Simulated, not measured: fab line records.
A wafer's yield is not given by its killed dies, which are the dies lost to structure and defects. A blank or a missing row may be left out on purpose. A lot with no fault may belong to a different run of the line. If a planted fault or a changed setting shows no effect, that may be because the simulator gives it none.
Matching of chambers :: flow nandHarc :: NHARC_A_SLIT_ETCH_29 on rieDiel-10 has 4 sister chambers
The step etches the open film in CF4/O2, target depth 100 nm, overetch 10 nm, time 55 s. 24 wafers are shown with their chamber, then 12 later ones without.

WAFERS WITH THEIR CHAMBER
wafer: L075.2
chamber: 0
showerheadPlenumPTorr (Torr): 1.36
drypumpMotorCurrentA (A): 6.1
rfVppV (V): 198.6

wafer: L075.3
chamber: 1
showerheadPlenumPTorr (Torr): 1.41
drypumpMotorCurrentA (A): 5.4
rfVppV (V): 199.9

wafer: L075.5
chamber: 3
showerheadPlenumPTorr (Torr): 1.36
drypumpMotorCurrentA (A): 5.9
rfVppV (V): 197.5

wafer: L076.2
chamber: 2
showerheadPlenumPTorr (Torr): 1.29
drypumpMotorCurrentA (A): 5.7
rfVppV (V): 196.7

wafer: L076.3
chamber: 1
showerheadPlenumPTorr (Torr): 1.41
drypumpMotorCurrentA (A): 5.4
rfVppV (V): 199.6

wafer: L076.6
chamber: 2
showerheadPlenumPTorr (Torr): 1.29
drypumpMotorCurrentA (A): 5.7
rfVppV (V): 195.4

wafer: L080.1
chamber: 0
showerheadPlenumPTorr (Torr): 1.36
drypumpMotorCurrentA (A): 6.1
rfVppV (V): 198.1

wafer: L080.3
chamber: 1
showerheadPlenumPTorr (Torr): 1.41
drypumpMotorCurrentA (A): 5.4
rfVppV (V): 200.4

wafer: L080.4
chamber: 2
showerheadPlenumPTorr (Torr): 1.29
drypumpMotorCurrentA (A): 5.7
rfVppV (V): 197.1

wafer: L080.2
chamber: 2
showerheadPlenumPTorr (Torr): 1.29
drypumpMotorCurrentA (A): 5.8
rfVppV (V): 198.5

wafer: L080.5
chamber: 1
showerheadPlenumPTorr (Torr): 1.41
drypumpMotorCurrentA (A): 5.4
rfVppV (V): 200.1

wafer: L080.6
chamber: 0
showerheadPlenumPTorr (Torr): 1.36
drypumpMotorCurrentA (A): 6.1
rfVppV (V): 199.3

wafer: L082.2
chamber: 0
showerheadPlenumPTorr (Torr): 1.36
drypumpMotorCurrentA (A): 6.1
rfVppV (V): 197.7

wafer: L082.3
chamber: 1
showerheadPlenumPTorr (Torr): 1.41
drypumpMotorCurrentA (A): 5.4
rfVppV (V): 199.7

wafer: L082.6
chamber: 2
showerheadPlenumPTorr (Torr): 1.29
drypumpMotorCurrentA (A): 5.8
rfVppV (V): 197.2

wafer: L083.1
chamber: 3
showerheadPlenumPTorr (Torr): 1.36
drypumpMotorCurrentA (A): 5.9
rfVppV (V): 197.6

wafer: L083.2
chamber: 1
showerheadPlenumPTorr (Torr): 1.41
drypumpMotorCurrentA (A): 5.4
rfVppV (V): 198.8

wafer: L083.3
chamber: 2
showerheadPlenumPTorr (Torr): 1.29
drypumpMotorCurrentA (A): 5.8
rfVppV (V): 196.8

wafer: L084.3
chamber: 3
showerheadPlenumPTorr (Torr): 1.35
drypumpMotorCurrentA (A): 5.9
rfVppV (V): 196.5

wafer: L084.4
chamber: 2
showerheadPlenumPTorr (Torr): 1.29
drypumpMotorCurrentA (A): 5.8
rfVppV (V): 198.1

wafer: L084.5
chamber: 2
showerheadPlenumPTorr (Torr): 1.29
drypumpMotorCurrentA (A): 5.8
rfVppV (V): 196.3

wafer: L088.2
chamber: 1
showerheadPlenumPTorr (Torr): 1.41
drypumpMotorCurrentA (A): 5.4
rfVppV (V): 198.9

wafer: L088.5
chamber: 3
showerheadPlenumPTorr (Torr): 1.35
drypumpMotorCurrentA (A): 5.9
rfVppV (V): 197.3

wafer: L088.6
chamber: 1
showerheadPlenumPTorr (Torr): 1.41
drypumpMotorCurrentA (A): 5.4
rfVppV (V): 198.0

SIGNATURES (averages over the wafers above)
reading: showerheadPlenumPTorr
chamber 0: 1.3600
chamber 1: 1.4100
chamber 2: 1.2900
chamber 3: 1.3550
scatter within a chamber: 0.00224

reading: drypumpMotorCurrentA
chamber 0: 6.100
chamber 1: 5.400
chamber 2: 5.763
chamber 3: 5.900
scatter within a chamber: 0.0306

reading: rfVppV
chamber 0: 198.425
chamber 1: 199.425
chamber 2: 197.012
chamber 3: 197.225
scatter within a chamber: 0.815
Rule: a wafer lies at a distance from a chamber equal to the root of the sum of squares, over the readings, of (its reading less the chamber's mean, divided by the reading's scatter). The wafer belongs to the nearest chamber; if the next one is less than 2 further off, it can't be placed. The scatter: take each reading less its chamber's mean, square it, sum over the shown wafers, divide by the number of wafers less the number of chambers, and take the root.

WAFERS WITHOUT THEIR CHAMBER
wafer: L094.3
showerheadPlenumPTorr (Torr): 1.36
drypumpMotorCurrentA (A): 6.1
rfVppV (V): 198.6

wafer: L094.4
showerheadPlenumPTorr (Torr): 1.41
drypumpMotorCurrentA (A): 5.4
rfVppV (V): 199.3

wafer: L094.5
showerheadPlenumPTorr (Torr): 1.41
drypumpMotorCurrentA (A): 5.4
rfVppV (V): 198.8

wafer: L093.2
showerheadPlenumPTorr (Torr): 1.29
drypumpMotorCurrentA (A): 5.8
rfVppV (V): 197.0

wafer: L093.3
showerheadPlenumPTorr (Torr): 1.41
drypumpMotorCurrentA (A): 5.4
rfVppV (V): 199.6

wafer: L093.5
showerheadPlenumPTorr (Torr): 1.29
drypumpMotorCurrentA (A): 5.7
rfVppV (V): 196.1

wafer: L096.3
showerheadPlenumPTorr (Torr): 1.35
drypumpMotorCurrentA (A): 5.8
rfVppV (V): 199.4

wafer: L096.5
showerheadPlenumPTorr (Torr): 1.36
drypumpMotorCurrentA (A): 6.1
rfVppV (V): 198.8

wafer: L096.6
showerheadPlenumPTorr (Torr): 1.35
drypumpMotorCurrentA (A): 5.9
rfVppV (V): 198.2

wafer: L097.2
showerheadPlenumPTorr (Torr): 1.28
drypumpMotorCurrentA (A): 5.8
rfVppV (V): 197.1

wafer: L097.5
showerheadPlenumPTorr (Torr): 1.28
drypumpMotorCurrentA (A): 5.8
rfVppV (V): 197.9

wafer: L097.6
showerheadPlenumPTorr (Torr): 1.36
drypumpMotorCurrentA (A): 6.1
rfVppV (V): 197.7

WHICH CHAMBER EACH ONE RAN IN
wafer: L094.3
from the rows above: 0
in truth: 0

wafer: L094.4
from the rows above: 1
in truth: 1

wafer: L094.5
from the rows above: 1
in truth: 1

wafer: L093.2
from the rows above: 2
in truth: 2

wafer: L093.3
from the rows above: 1
in truth: 1

wafer: L093.5
from the rows above: 2
in truth: 2

wafer: L096.3
from the rows above: 3
in truth: 3

wafer: L096.5
from the rows above: 0
in truth: 0

wafer: L096.6
from the rows above: 3
in truth: 3

wafer: L097.2
from the rows above: 2
in truth: 2

wafer: L097.5
from the rows above: 2
in truth: 2

wafer: L097.6
from the rows above: 0
in truth: 0
12 of 12 placed correctly. Left unplaced by these rows: 0. 0 placed wrongly.
